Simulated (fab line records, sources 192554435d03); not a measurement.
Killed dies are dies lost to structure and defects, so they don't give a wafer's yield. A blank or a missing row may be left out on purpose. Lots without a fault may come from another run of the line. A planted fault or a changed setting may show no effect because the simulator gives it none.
Chamber matching | flow n5_finfet | N5_HKMG_FIN_HK_ALD_01 on ald_hk-02: 4 sister chambers
The step deposits HfO2, target thk 1.6 nm, pulse time 3 s, purge time 3 s. 8 wafers are shown with their chamber, then 10 later ones without.

WAFERS WITH THEIR CHAMBER
wafer  | chamber | precursor_pulse_height_rel
L076.4 | 0       | 1.000
L080.4 | 3       | 1.008
L080.5 | 0       | 1.004
L081.5 | 2       | 1.030
L083.3 | 2       | 1.002
L083.5 | 1       | 1.016
L084.1 | 3       | 1.002
L084.4 | 1       | 0.975

WAFERS WITHOUT THEIR CHAMBER
wafer  | precursor_pulse_height_rel
L084.6 | 0.999
L087.1 | 1.017
L087.2 | 0.989
L087.4 | 1.003
L096.1 | 1.024
L096.3 | 0.973
L096.5 | 0.993
L097.1 | 0.975
L097.4 | 1.015
L097.5 | 1.024

WHICH CHAMBER EACH WENT THROUGH
wafer  | from the rows above               | in truth
L084.6 | can't be placed: 0 or 1 or 3 or 2 | 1
L087.1 | can't be placed: 2 or 3 or 0 or 1 | 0
L087.2 | can't be placed: 1 or 0 or 3 or 2 | 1
L087.4 | can't be placed: 0 or 3 or 1 or 2 | 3
L096.1 | can't be placed: 2 or 3 or 0 or 1 | 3
L096.3 | can't be placed: 1 or 0 or 3 or 2 | 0
L096.5 | can't be placed: 1 or 0 or 3 or 2 | 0
L097.1 | can't be placed: 1 or 0 or 3 or 2 | 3
L097.4 | can't be placed: 2 or 3 or 0 or 1 | 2
L097.5 | can't be placed: 2 or 3 or 0 or 1 | 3
Placed correctly: 0 of 10. Can't be placed from these rows: 10 (the true chamber is among the candidates in 10). Placed wrongly: 0.
How it was worked out, from the rows above alone: a wafer's distance from a chamber is the root of the sum, over the readings, of the square of ((its reading less the chamber's mean) divided by the reading's scatter). The wafer belongs to the nearest chamber; if the next one is less than 2 further off, it can't be placed. A chamber's mean is the mean of its shown wafers. The scatter: the root of (the sum of the squares of (reading less its chamber's mean) over the shown wafers, divided by (wafers less chambers)).
